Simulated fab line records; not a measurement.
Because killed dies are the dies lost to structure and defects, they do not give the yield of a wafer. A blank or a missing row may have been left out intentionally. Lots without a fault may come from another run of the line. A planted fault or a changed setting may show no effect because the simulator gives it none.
Struck lot and sound lot, side by side | flow n5-finfet | 37 steps out of a route of 1938
Sound: these wafers, L644.1, L644.3, L644.5. Struck: wafers L647.1, L647.3, L647.5. The cause comes at the end.
At each step with rows: each side's tool, then ch and its chambers, then its first start. Under that, the readings that differ: sound wafers | struck wafers | difference of the means | sigmas: that difference in standard deviations of wafers without a fault.
alike: words and numbers the same on both sides, and readings whose means are apart by under 2 such deviations; not compared: readings that were withheld, readings missing a value for some wafer, numbers with overlapping values and no deviation given by the record, and bounds like >300 which may hide the same value.
A row with sigmas, a row that says differs or no value, or rows on one side alone: a step with any of these is where the two part. When numbers do not overlap yet have no deviation, they are printed without sigmas and do not part them. A reading missing from all wafers of one side parts the sides only when that side holds two or more wafers.

first, 9 steps without rows for these wafers: N5_STI_FIN_REVEAL_PRECLEAN_18 (cleans in SC2, time 45 s); N5_STI_FIN_REVEAL_SRD_28 (time 30 s); N5_DUMMY_GATE_PRECLEAN_00 (cleans in O3/DIW, time 60 s); N5_DUMMY_GATE_SRD_01 (time 30 s); N5_DUMMY_GATE_ALD_02 (deposits SiO2, target thk 2 nm, pulse time 1 s); N5_DUMMY_GATE_CVD_03 (deposits a-Si from SiH4, target thk 150 nm, time 8042 s); N5_DUMMY_GATE_PRECLEAN_46 (cleans in DIW, time 89.5 s); N5_DUMMY_GATE_SRD_47 (dry time 32 s); N5_DUMMY_GATE_CMP_04 (polishes a-Si).
N5_DUMMY_GATE_HM_DEP_06: deposits SiNx from DCS/NH3, target thk 80 nm, time 5141 s.
  sound on lpcvd-01 ch 1/15,1/25,1/34, day 3 12:01; struck on lpcvd-01 ch 1/100,1/109,1/90, day 4 04:59
  reading                                        | sound        | struck          | difference | sigmas
  model.SiNx_of_DUMMY_GATE_HM_DEP_06.thk-nm (nm) | 80.4 80 79.8 | 142 141.8 141.4 | +62        |
  alike: spike-tc-upper-C, zone-power-bottom-pct, zone-power-centre-pct, zone-power-lower-pct
then, 24 steps without rows for these wafers: N5_DUMMY_GATE_PECVD_30 (deposits SiO2 from TEOS/O2, target thk 55 nm, time 10.8 s); N5_DUMMY_GATE_COAT_34 (time 60 s, resist thk 60 nm); N5_DUMMY_GATE_COAT_35 (time 60 s, resist thk 10 nm); N5_DUMMY_GATE_COAT_28 (time 60 s, resist thk 10 nm); N5_DUMMY_GATE_COAT_09 (resist thk 30 nm); N5_DUMMY_GATE_EBR_11; N5_DUMMY_GATE_SOFTBAKE_10 (time 60 s); N5_DUMMY_GATE_EXPOSE_12 (exposes mask GATE, target cd 25 nm); N5_DUMMY_GATE_PEB_13 (peb time 60 s); N5_DUMMY_GATE_DEVELOP_14 (develop time 30 s); N5_DUMMY_GATE_DESCUM_20 (chemistry O2, time 6.2 s); N5_DUMMY_GATE_ETCH_29 (etches underlayer in N2/H2, target depth 13 nm); N5_DUMMY_GATE_ETCH_36 (etches SiARC in CF4, target depth 13 nm); N5_DUMMY_GATE_ETCH_37 (etches SOC in N2/H2, target depth 60 nm, overetch 30 nm); N5_DUMMY_GATE_STRIP_38 (strips in N2/H2); N5_DUMMY_GATE_STRIP_39 (strips in N2/H2); N5_DUMMY_GATE_TRIM_49 (chemistry O2, time 29 s, target cd 14 nm); N5_DUMMY_GATE_STRIP_40 (strips in CF4); N5_DUMMY_GATE_ETCH_31 (etches SiO2 in C4F6/O2, target depth 82.5 nm, time 27.5 s); N5_DUMMY_GATE_STRIP_41 (strips in O2); N5_DUMMY_GATE_HM_OPEN_21 (chemistry CH3F/O2, target SiNx, target depth 120 nm, time 171.4 s); N5_DUMMY_GATE_ETCH_32 (etches SiO2 in CF4, target depth 3.5 nm, time 3.9 s); N5_DUMMY_GATE_ETCH_23 (etches poly-Si in HBr/Cl2/O2, target depth 41 nm, time 22.3 s); N5_DUMMY_GATE_ETCH_44 (etches poly-Si in HBr/O2, stops on SiO2, target depth 127.5 nm).
N5_ILD0_CMP_03: polishes, stops on SiNx, t overpolish 1.9 s, target thk 197.38 nm.
  sound on cmp-01 ch 0,3, day 4 06:23; struck on cmp-04 ch 2,3, day 5 01:19
  reading                                        | sound        | struck          | difference | sigmas
  model.SiNx_of_DUMMY_GATE_HM_DEP_06.thk-nm (nm) | 77.4 77 76.8 | 139 138.6 138.4 | +62        |
  alike: motor-current-A, overpolish-run-s, time-to-endpoint-s
-- the record jumps here: 5 days lie between the struck wafers' starts before and after (it left off in module ILD0 and takes up again in module BEOL_M4, whose first step shown is number 1111 of the route) --
N5_BEOL_M4_RC_MEAS_101:
  sound on prober-01 ch 0, day 9 03:01; struck on prober-01 ch 0, day 9 17:22
  alike: DIBL_N, DIBL_P, IOFF_N, IOFF_P, ION_N, ION_P, SS_N, SS_P, VT_N, VT_P
then, 1 step without rows for these wafers: N5_PASSIVATION_PROBE_49.

## WHERE THEY PART
Nowhere in this record.

WHY: the cause the simulator had injected
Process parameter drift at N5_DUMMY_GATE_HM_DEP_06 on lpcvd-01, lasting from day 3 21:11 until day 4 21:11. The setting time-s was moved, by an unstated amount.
